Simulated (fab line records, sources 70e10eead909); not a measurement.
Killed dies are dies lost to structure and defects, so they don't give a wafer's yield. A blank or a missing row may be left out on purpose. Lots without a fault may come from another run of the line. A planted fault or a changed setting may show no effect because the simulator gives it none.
Which tool did it? | flow nand_harc | 24 lots, 72 wafers sampled, at 6 steps of a route of 1302

WHAT THE GAUGES READ, wafer by wafer
NHARC_THIN_TSV_CD_MEAS_12: target cd 1000 nm. Usual: cd_nm 999.0 nm, standard deviation 1.9.
lot  | measured     | on        | cd_nm (nm)           | flag
L075 | day 24 04:47 | cd_sem-03 | 1000.7 999.5 999.3   |
L074 | day 24 03:27 | cd_sem-01 | 998.4 1000.4 998.6   |
L076 | day 24 12:04 | cd_sem-03 | 1001.3 999.5 996.7   |
L078 | day 24 13:16 | cd_sem-02 | 1002.1 997.4 1000.2  |
L077 | day 25 00:22 | cd_sem-02 | 997.1 1002.0 1001.1  |
L079 | day 26 10:50 | cd_sem-01 | 997.9 999.5 1001.2   |
L080 | day 26 09:32 | cd_sem-03 | 1000.5 997.7 1000.3  |
L081 | day 26 13:57 | cd_sem-02 | 998.1 998.6 1000.4   |
L082 | day 27 21:51 | cd_sem-03 | 998.3 999.7 997.2    |
L084 | day 27 23:03 | cd_sem-03 | 996.8 999.7 995.4    |
L083 | day 28 00:23 | cd_sem-03 | 1002.4 997.7 999.9   |
L085 | day 28 17:38 | cd_sem-01 | 1000.3 997.3 997.5   |
L086 | day 28 18:50 | cd_sem-02 | 1002.8 999.3 1002.7  |
L087 | day 29 05:52 | cd_sem-01 | 998.3 999.2 994.8    |
L089 | day 29 19:49 | cd_sem-03 | 998.9 995.8 994.3    |
L088 | day 29 21:09 | cd_sem-03 | 995.6 1000.3 998.5   |
L092 | day 31 07:29 | cd_sem-01 | 999.5 999.9 1003.3   |
L090 | day 32 07:31 | cd_sem-01 | 997.7 998.1 999.1    |
L091 | day 32 08:47 | cd_sem-02 | 999.5 1000.4 998.5   |
L095 | day 32 10:01 | cd_sem-01 | 1000.3 1002.1 1000.1 |
L093 | day 32 12:19 | cd_sem-01 | 997.8 1000.3 1000.1  |
L094 | day 32 13:29 | cd_sem-02 | 997.1 997.4 999.0    |
L096 | day 33 06:54 | cd_sem-01 | 997.9 999.1 996.6    |
L097 | day 33 20:07 | cd_sem-02 | 996.3 998.6 999.1    |

WHICH TOOL RAN EACH LOT (tool, then ch and the chambers of the sampled wafers, then the start)
lot  | NHARC_A_M0_ANNEAL_30             | NHARC_A_M0_CMP_23             | NHARC_A_M1_PVD_20                       | NHARC_A_M1_DEP_33               | NHARC_A_BONDPAD_STRIP_15
L075 | rtp_anneal-01 ch 0, day 23 05:29 | cmp-04 ch 0,2, day 23 05:52   | pvd_sputter-03, day 23 10:42 or earlier | pecvd-02 ch 0,2, day 23 10:42   | rie_diel-05 ch 0,2,3, day 23 13:08
L074 | rtp_anneal-01 ch 0, day 23 08:29 | cmp-01 ch 1,2, day 23 08:46   | pvd_sputter-02, day 23 13:31 or earlier | pecvd-02 ch 1,2, day 23 13:31   | rie_diel-08 ch 0,1,3, day 23 15:50
L076 | rtp_anneal-01 ch 0, day 23 13:59 | cmp-01 ch 1,2, day 23 14:35   | pvd_sputter-02, day 23 19:23 or earlier | pecvd-04 ch 0,1,2, day 23 19:23 | rie_diel-03 ch 1,2,3, day 23 21:45
L078 | rtp_anneal-01 ch 0, day 23 16:59 | cmp-04 ch 2,3, day 23 17:22   | pvd_sputter-02, day 23 22:10 or earlier | pecvd-04 ch 0,2, day 23 22:10   | rie_diel-03 ch 0,1, day 24 00:28
L077 | rtp_anneal-02 ch 0, day 24 00:41 | cmp-04 ch 0,1,3, day 24 01:02 | pvd_sputter-02, day 24 05:45 or earlier | pecvd-04 ch 0,1, day 24 05:45   | rie_diel-08 ch 0,2, day 24 08:11
L079 | rtp_anneal-02 ch 0, day 25 08:28 | cmp-01 ch 0,1,3, day 25 08:52 | pvd_sputter-02, day 25 13:58 or earlier | pecvd-03 ch 0,1,2, day 25 13:58 | rie_diel-03 ch 1,2,3, day 25 16:34
L080 | rtp_anneal-02 ch 0, day 25 11:51 | cmp-04 ch 2,3, day 25 12:08   | pvd_sputter-02, day 25 17:14 or earlier | pecvd-04 ch 0,2, day 25 17:14   | rie_diel-03 ch 0,1, day 25 19:29
L081 | rtp_anneal-01 ch 0, day 25 15:34 | cmp-01 ch 1,2,3, day 25 15:52 | pvd_sputter-02, day 25 20:39 or earlier | pecvd-03 ch 0,2, day 25 20:39   | rie_diel-08 ch 1,2,3, day 25 23:02
L082 | rtp_anneal-02 ch 0, day 27 00:20 | cmp-01 ch 0,1,2, day 27 00:41 | pvd_sputter-01, day 27 05:30 or earlier | pecvd-03 ch 1,2, day 27 05:30   | rie_diel-08 ch 0,1,3, day 27 07:51
L084 | rtp_anneal-01 ch 0, day 27 00:56 | cmp-03 ch 0,1, day 27 01:17   | pvd_sputter-03, day 27 06:04 or earlier | pecvd-04 ch 1,2, day 27 06:04   | rie_diel-08 ch 0,2, day 27 08:26
L083 | rtp_anneal-02 ch 0, day 27 02:13 | cmp-01 ch 0,2,3, day 27 02:32 | pvd_sputter-02, day 27 07:17 or earlier | pecvd-03 ch 0,1,2, day 27 07:17 | rie_diel-03 ch 0,1,3, day 27 09:40
L085 | rtp_anneal-01 ch 0, day 27 18:40 | cmp-04 ch 0,3, day 27 18:58   | pvd_sputter-01, day 27 23:47 or earlier | pecvd-04 ch 0,1, day 27 23:47   | rie_diel-08 ch 0,2,3, day 28 02:14
L086 | rtp_anneal-02 ch 0, day 27 20:19 | cmp-01 ch 0,1,2, day 27 20:40 | pvd_sputter-01, day 28 01:25 or earlier | pecvd-04 ch 0,1, day 28 01:25   | rie_diel-08 ch 0,2,3, day 28 03:50
L087 | rtp_anneal-01 ch 0, day 28 08:11 | cmp-01 ch 0,2,3, day 28 08:32 | pvd_sputter-03, day 28 13:22 or earlier | pecvd-02 ch 1,2, day 28 13:22   | rie_diel-03 ch 0,1,3, day 28 15:38
L089 | rtp_anneal-02 ch 0, day 28 20:38 | cmp-04 ch 1,2, day 28 20:57   | pvd_sputter-03, day 29 01:49 or earlier | pecvd-02 ch 0,1, day 29 01:49   | rie_diel-03 ch 0,1,3, day 29 04:19
L088 | rtp_anneal-02 ch 0, day 29 01:16 | cmp-03 ch 0,2, day 29 01:35   | pvd_sputter-03, day 29 06:12 or earlier | pecvd-04 ch 0,2, day 29 06:12   | rie_diel-08 ch 2,3, day 29 08:35
L092 | rtp_anneal-01 ch 0, day 30 08:45 | cmp-04 ch 1,2,3, day 30 09:07 | pvd_sputter-02, day 30 13:44 or earlier | pecvd-03 ch 0,2, day 30 13:44   | rie_diel-08 ch 0,1,2, day 30 15:59
L090 | rtp_anneal-01 ch 0, day 30 12:46 | cmp-03 ch 2,3, day 30 13:05   | pvd_sputter-01, day 30 17:55 or earlier | pecvd-04 ch 0,1,2, day 30 17:55 | rie_diel-08 ch 0,3, day 30 20:16
L091 | rtp_anneal-02 ch 0, day 30 17:17 | cmp-01 ch 0,2,3, day 30 17:35 | pvd_sputter-03, day 30 22:25 or earlier | pecvd-04 ch 0,1, day 30 22:25   | rie_diel-03 ch 0,1,3, day 31 00:52
L095 | rtp_anneal-02 ch 0, day 31 02:06 | cmp-03 ch 0,1, day 31 02:25   | pvd_sputter-03, day 31 07:35 or earlier | pecvd-04 ch 0,1,2, day 31 07:35 | rie_diel-05 ch 1,2,3, day 31 09:52
L093 | rtp_anneal-02 ch 0, day 31 08:02 | cmp-03 ch 0,2, day 31 08:23   | pvd_sputter-02, day 31 13:32 or earlier | pecvd-04 ch 0,2, day 31 13:32   | rie_diel-08 ch 1,2, day 31 15:55
L094 | rtp_anneal-02 ch 0, day 31 08:44 | cmp-04 ch 1,2, day 31 09:07   | pvd_sputter-02, day 31 14:20 or earlier | pecvd-04 ch 0,2, day 31 14:20   | rie_diel-03 ch 1,2,3, day 31 16:39
L096 | rtp_anneal-01 ch 0, day 32 04:16 | cmp-01 ch 0,2,3, day 32 08:31 | pvd_sputter-02, day 32 14:10 or earlier | pecvd-02 ch 1,2, day 32 14:10   | rie_diel-08 ch 0,1,2, day 32 16:34
L097 | rtp_anneal-02 ch 0, day 32 22:33 | cmp-01 ch 1,2,3, day 32 22:58 | pvd_sputter-02, day 33 03:32 or earlier | pecvd-03 ch 0,1,2, day 33 03:32 | rie_diel-08 ch 0,1,2, day 33 05:58
- NHARC_A_M0_ANNEAL_30: time 90 s.
- NHARC_A_M0_CMP_23: polishes, t overpolish 20 s, target thk 113.75 nm.
- NHARC_A_M1_PVD_20: deposits TaN, target thk 5 nm, time 8.06 s.
- NHARC_A_M1_DEP_33: deposits SiCN, target thk 30 nm.
- NHARC_A_BONDPAD_STRIP_15: strips in O2.

WHAT THE TOOLS THEMSELVES READ (means of the sampled wafers that have a number; where no wafer has one, the mark that the record gives instead)
NHARC_A_M0_ANNEAL_30. Usual: anneal_temp_c_max 226.1, standard deviation 0.31; wafer_temp_C_max 226.02, standard deviation 0.24.
lot  | tool          | anneal_temp_c_max | wafer_temp_C_max | flag
L075 | rtp_anneal-01 | 226.5             | 225.76           |
L074 | rtp_anneal-01 | 226.0             | 226.06           |
L076 | rtp_anneal-01 | 226.2             | 226.17           |
L078 | rtp_anneal-01 | 226.1             | 226.08           |
L077 | rtp_anneal-02 | 225.9             | 225.98           |
L079 | rtp_anneal-02 | 226.2             | 225.98           |
L080 | rtp_anneal-02 | 226.0             | 225.88           |
L081 | rtp_anneal-01 | 226.3             | 225.84           |
L082 | rtp_anneal-02 | 226.0             | 225.92           |
L084 | rtp_anneal-01 | 226.3             | 226.39           |
L083 | rtp_anneal-02 | 225.7             | 226.01           |
L085 | rtp_anneal-01 | 226.4             | 225.96           |
L086 | rtp_anneal-02 | 226.0             | 226.08           |
L087 | rtp_anneal-01 | 226.4             | 225.95           |
L089 | rtp_anneal-02 | 225.7             | 225.92           |
L088 | rtp_anneal-02 | 225.9             | 225.97           |
L092 | rtp_anneal-01 | 226.2             | 225.91           |
L090 | rtp_anneal-01 | 226.3             | 226.23           |
L091 | rtp_anneal-02 | 226.1             | 226.07           |
L095 | rtp_anneal-02 | 225.9             | 225.95           |
L093 | rtp_anneal-02 | 225.7             | 225.74           |
L094 | rtp_anneal-02 | 225.6             | 226.14           |
L096 | rtp_anneal-01 | 226.3             | 226.05           |
L097 | rtp_anneal-02 | 225.6             | 225.99           |

NHARC_A_M0_CMP_23. Usual: motor_current_A 12.1 A, standard deviation 1.5; slurry_filter_dp_kPa 13.49 kPa, standard deviation 0.15; time_to_endpoint_s 28.0 s, standard deviation 2.5.
lot  | tool   | motor_current_A (A) | slurry_filter_dp_kPa (kPa) | time_to_endpoint_s (s) | flag
L075 | cmp-04 | 13.1                | 13.53                      | 27.9                   |
L074 | cmp-01 | 11.3                | 13.36                      | 26.7                   |
L076 | cmp-01 | 11.4                | 13.47                      | 27.9                   |
L078 | cmp-04 | 11.0                | 13.59                      | 26.7                   |
L077 | cmp-04 | 11.7                | 13.55                      | 28.0                   |
L079 | cmp-01 | 13.7                | 13.57                      | 29.5                   |
L080 | cmp-04 | 10.9                | 13.44                      | 28.6                   |
L081 | cmp-01 | 12.5                | 13.51                      | 29.6                   |
L082 | cmp-01 | 12.4                | 13.64                      | 28.1                   |
L084 | cmp-03 | 10.7                | 13.36                      | 27.8                   |
L083 | cmp-01 | 12.7                | 13.40                      | 29.3                   |
L085 | cmp-04 | 12.6                | 13.61                      | 27.0                   |
L086 | cmp-01 | 12.6                | 13.46                      | 32.4                   |
L087 | cmp-01 | 12.9                | 13.55                      | 31.0                   |
L089 | cmp-04 | 12.2                | 13.53                      | 24.6                   |
L088 | cmp-03 | 10.9                | 13.35                      | 25.7                   |
L092 | cmp-04 | 11.5                | 13.48                      | 28.2                   |
L090 | cmp-03 | 11.0                | 13.48                      | 29.5                   |
L091 | cmp-01 | 12.9                | 13.64                      | 28.2                   |
L095 | cmp-03 | 10.8                | 13.44                      | 28.8                   |
L093 | cmp-03 | 11.0                | 13.69                      | 30.2                   |
L094 | cmp-04 | 12.0                | 13.47                      | 23.7                   |
L096 | cmp-01 | 12.5                | 13.50                      | 26.0                   |
L097 | cmp-01 | 12.9                | 13.46                      | 25.4                   |

NHARC_A_M1_PVD_20. Usual: throttle_valve_pct 29.7 %, standard deviation 0.98.
lot  | tool           | throttle_valve_pct (%) | flag
L075 | pvd_sputter-03 | 29.8                   |
L074 | pvd_sputter-02 | 29.4                   |
L076 | pvd_sputter-02 | 29.7                   |
L078 | pvd_sputter-02 | 29.4                   |
L077 | pvd_sputter-02 | 29.2                   |
L079 | pvd_sputter-02 | 29.5                   |
L080 | pvd_sputter-02 | 29.6                   |
L081 | pvd_sputter-02 | 29.0                   |
L082 | pvd_sputter-01 | 30.5                   |
L084 | pvd_sputter-03 | 30.3                   |
L083 | pvd_sputter-02 | 28.9                   |
L085 | pvd_sputter-01 | 30.5                   |
L086 | pvd_sputter-01 | 30.5                   |
L087 | pvd_sputter-03 | 30.2                   |
L089 | pvd_sputter-03 | 30.1                   |
L088 | pvd_sputter-03 | 30.8                   |
L092 | pvd_sputter-02 | 29.3                   |
L090 | pvd_sputter-01 | 30.4                   |
L091 | pvd_sputter-03 | 30.8                   |
L095 | pvd_sputter-03 | 31.0                   |
L093 | pvd_sputter-02 | 28.7                   |
L094 | pvd_sputter-02 | 29.1                   |
L096 | pvd_sputter-02 | 29.5                   |
L097 | pvd_sputter-02 | 28.9                   |

NHARC_A_M1_DEP_33. Usual: heater_power_w 627 W, standard deviation 84.
lot  | tool     | heater_power_w (W) | flag
L075 | pecvd-02 | 675                |
L074 | pecvd-02 | 701                |
L076 | pecvd-04 | 626                |
L078 | pecvd-04 | 623                |
L077 | pecvd-04 | 679                |
L079 | pecvd-03 | 522                |
L080 | pecvd-04 | 670                |
L081 | pecvd-03 | 488                |
L082 | pecvd-03 | 561                |
L084 | pecvd-04 | 659                |
L083 | pecvd-03 | 537                |
L085 | pecvd-04 | 703                |
L086 | pecvd-04 | 677                |
L087 | pecvd-02 | 714                |
L089 | pecvd-02 | 614                |
L088 | pecvd-04 | 694                |
L092 | pecvd-03 | 443                |
L090 | pecvd-04 | 667                |
L091 | pecvd-04 | 640                |
L095 | pecvd-04 | 642                |
L093 | pecvd-04 | 594                |
L094 | pecvd-04 | 631                |
L096 | pecvd-02 | 748                |
L097 | pecvd-03 | 525                |

NHARC_A_BONDPAD_STRIP_15. Usual: drypump_motor_current_A 5.7 A, standard deviation 0.55; oes_product_au 1.000 a.u., standard deviation 0.0097; rf_vpp_V 57.9 V, standard deviation 0.94; showerhead_plenum_p_Torr 3.56 Torr, standard deviation 0.16; throttle_valve_pct 17.036 %, standard deviation 0.0094.
lot  | tool        | drypump_motor_current_A (A) | oes_product_au (a.u.) | rf_vpp_V (V) | showerhead_plenum_p_Torr (Torr) | throttle_valve_pct (%) | flag
L075 | rie_diel-05 | 5.8                         | 1.000                 | 57.6         | 3.55                            | 17.040                 |
L074 | rie_diel-08 | 6.2                         | 1.005                 | 57.2         | 3.47                            | 17.039                 |
L076 | rie_diel-03 | 5.4                         | 1.001                 | 58.2         | 3.53                            | 17.032                 |
L078 | rie_diel-03 | 5.6                         | 0.989                 | 57.7         | 3.55                            | 17.029                 |
L077 | rie_diel-08 | 5.6                         | 1.010                 | 57.4         | 3.46                            | 17.035                 |
L079 | rie_diel-03 | 5.4                         | 0.998                 | 58.2         | 3.53                            | 17.026                 |
L080 | rie_diel-03 | 5.6                         | 0.993                 | 57.8         | 3.54                            | 17.040                 |
L081 | rie_diel-08 | 5.8                         | 1.003                 | 57.8         | 3.59                            | 17.040                 |
L082 | rie_diel-08 | 6.2                         | 1.000                 | 56.9         | 3.47                            | 17.029                 |
L084 | rie_diel-08 | 5.6                         | 1.010                 | 57.7         | 3.46                            | 17.043                 |
L083 | rie_diel-03 | 5.6                         | 0.992                 | 57.5         | 3.52                            | 17.037                 |
L085 | rie_diel-08 | 5.8                         | 1.001                 | 57.6         | 3.49                            | 17.047                 |
L086 | rie_diel-08 | 5.8                         | 1.000                 | 57.7         | 3.49                            | 17.037                 |
L087 | rie_diel-03 | 5.6                         | 1.001                 | 58.3         | 3.70                            | 17.038                 |
L089 | rie_diel-03 | 5.6                         | 0.999                 | 58.3         | 3.69                            | 17.037                 |
L088 | rie_diel-08 | 5.3                         | 0.993                 | 58.5         | 3.62                            | 17.038                 |
L092 | rie_diel-08 | 5.6                         | 0.997                 | 57.4         | 3.56                            | 17.035                 |
L090 | rie_diel-08 | 6.3                         | 1.011                 | 57.2         | 3.37                            | 17.036                 |
L091 | rie_diel-03 | 5.6                         | 0.995                 | 57.6         | 3.69                            | 17.029                 |
L095 | rie_diel-05 | 5.7                         | 1.003                 | 57.9         | 3.56                            | 17.034                 |
L093 | rie_diel-08 | 5.1                         | 1.007                 | 58.6         | 3.68                            | 17.026                 |
L094 | rie_diel-03 | 5.4                         | 0.996                 | 58.1         | 3.70                            | 17.041                 |
L096 | rie_diel-08 | 5.6                         | 1.003                 | 57.9         | 3.56                            | 17.030                 |
L097 | rie_diel-08 | 5.6                         | 1.009                 | 58.6         | 3.56                            | 17.033                 |

THE ANSWER, worked out from the rows above alone
Rule: a lot is off if the mean of its wafers that have a number lies more than 3 standard deviations from the usual mean. A lot without any number at a reading at which 4 lots or more have one is off too. The other lots that the step has rows for count as sound. The gauges are gone through in route order, then the tools' own readings, and for those a lot's mean is taken as printed above. The first step at which some lot is off is used, and at that step the reading that is off furthest; a lot without a number counts as furthest.
No lot is off at any reading shown: from this, nothing can be told.

WHAT THE SIMULATOR HAD PUT IN
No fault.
